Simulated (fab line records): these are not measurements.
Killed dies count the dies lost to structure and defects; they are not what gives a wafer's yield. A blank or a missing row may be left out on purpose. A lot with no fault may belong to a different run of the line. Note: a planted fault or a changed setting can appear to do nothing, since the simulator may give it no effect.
Chamber matching    flow n5_finfet    N5_BEOL_M9_CVD_78 on cvd_co-02: 3 sister chambers
The step deposits Co from CCTBA/H2, target thk 2 nm, time 138.9 s. 3 wafers are shown with their chamber, then 7 later ones without.

== EACH WAFER AND ITS CHAMBER ==
wafer   chamber  run_length_s (s)
L814.6  1        161.9
L819.1  0        160.9
L819.2  2        161.3

== WAFERS MISSING THEIR CHAMBER ==
wafer   run_length_s (s)
L819.4  162.1
L818.3  162.2
L818.5  160.4
L818.6  162.1
L822.1  161.1
L822.2  160.7
L822.4  161.9

== EACH ONE'S CHAMBER ==
wafer   from the rows above      in truth
L819.4  1                        1
L818.3  1                        1
L818.5  can't be placed: 0 or 2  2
L818.6  1                        1
L822.1  can't be placed: 0 or 2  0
L822.2  can't be placed: 0 or 2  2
L822.4  1                        1
Correctly placed: 4 of 7. Unplaceable from these rows: 3, with the true chamber sitting among the candidates in 3. 0 placed wrongly.
How it was worked out, from the rows above alone: a wafer's distance from a chamber is the root of the sum, over the readings, of the square of ((its reading less the chamber's mean) divided by the reading's scatter). If the next closest chamber is less than 2 further off than the closest, the wafer can't be placed; otherwise it belongs to the closest. The mean given for a chamber averages the wafers shown for that chamber. The scatter: root of mean squared gap, hidden wafer to nearest shown wafer, with one shown wafer a chamber.
